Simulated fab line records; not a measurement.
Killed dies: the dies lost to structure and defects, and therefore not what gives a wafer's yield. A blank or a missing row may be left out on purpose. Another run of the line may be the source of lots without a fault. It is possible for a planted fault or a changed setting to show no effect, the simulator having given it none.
A struck lot beside a sound one | flow n5_finfet | 15 steps out of a route of 1938
Sound: wafers L733.1, L733.3, L733.5. Wafers struck: L736.2, L736.5, L736.6. Last of all comes the cause.
At each step with rows: each side's tool, then ch and its chambers, then its first start. Under that, the readings that differ: sound wafers | struck wafers | difference of the means | sigmas: that difference in standard deviations of wafers without a fault.
alike: readings with means less than 2 such deviations apart, plus words and numbers identical on both sides. not compared: withheld readings, readings lacking a value on some wafer, bounds such as >300 that could conceal the same value, and numbers that have no deviation in the record and whose values overlap.
A row with sigmas, a row that says differs or no value, or rows on one side alone: a step with any of these is where the two part. Non-overlapping numbers with no deviation appear without sigmas and do not part them. Lack of a reading on every wafer of one side parts them only where that side has two or more wafers.

first, 7 steps without rows for these wafers: N5_WELL_APT_COAT_02 (resist thk 950 nm); N5_WELL_APT_EBR_04; N5_WELL_APT_SOFTBAKE_03 (time 60 s); N5_WELL_APT_EXPOSE_05 (exposes mask NWELL, defocus 0 nm, target cd 200 nm); N5_WELL_APT_PEB_06 (peb time 90 s); N5_WELL_APT_DEVELOP_07 (develop time 45 s); N5_WELL_APT_HARDBAKE_12 (time 120 s).
N5_WELL_APT_CD_MEAS_08 targets a cd of 200 nm.
  sound on cd_sem-03 ch 0, day 2 07:51; struck on cd_sem-01 ch 0, day 3 01:44
  alike: cd_nm
N5_WELL_APT_OVL_MEAS_09:
  sound on overlay-02 ch 0, day 2 07:53; struck on overlay-01 ch 0, day 3 01:45
  alike: NWELL_OVL
N5_WELL_APT_INSPECT_10: inspects for defects (macro).
  sound: defect_inspect-02 at day 2 07:54; struck: defect_inspect-02 at day 3 01:47
  alike: raw_defect_count
N5_WELL_APT_DESCUM_13: chemistry O2, time 7.9 s.
  sound on rie_diel-05 ch 0,3, day 2 07:56; struck on rie_diel-05 ch 0,1, day 3 01:49
  alike: drypump_motor_current_A, oes_product_au, rf_vpp_V, showerhead_plenum_p_Torr, throttle_valve_pct
  not compared: rf_hours_counter_h
after that, 1 step had no rows for these wafers: N5_WELL_APT_IMPLANT_14.
N5_WELL_APT_IMPLANT_15:
  sound on implanter-01 ch 0, day 2 08:13; struck on implanter-01 ch 0, day 3 02:07
  reading                   | sound                | struck               | difference | sigmas
  beam_energy_keV           | 25.001 25.000 25.005 | 17.437 17.433 17.452 | -7.561     | -99 or more
  model.implant.rp_nm (nm)  | 18.23 18.23 18.23    | 14.86 14.86 14.86    | -3.37      |
  model.implant.drp_nm (nm) | 8.457 8.457 8.457    | 6.585 6.585 6.585    | -1.872     |
  alike: tilt_deg
then, 1 step without rows for these wafers: N5_WELL_APT_STRIP_16 (strips in SPM, time 900 s).
-- a jump in the record: the struck wafers' starts before and after are 12 days apart (it breaks off in module WELL_APT and resumes in module PASSIVATION, where the first step shown is number 1936 of the route) --
N5_PASSIVATION_PROBE_49:
  sound: prober-02 at day 14 14:50; struck: prober-01 at day 15 13:11
  alike: killed_at_M0_to_M3, killed_at_M4_up, killed_at_contacts, killed_at_front_end, killed_at_other, killed_dies, killed_open, killed_short

== WHERE THEY PART ==
Within this record, at N5_WELL_APT_IMPLANT_15 only. Later steps at which nothing parts them and some readings are alike: N5_PASSIVATION_PROBE_49.

WHY: what the simulator had put in
Process parameters drifting: implanter-01 at N5_WELL_APT_IMPLANT_15, beginning at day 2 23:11. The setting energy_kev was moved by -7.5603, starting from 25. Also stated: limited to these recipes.
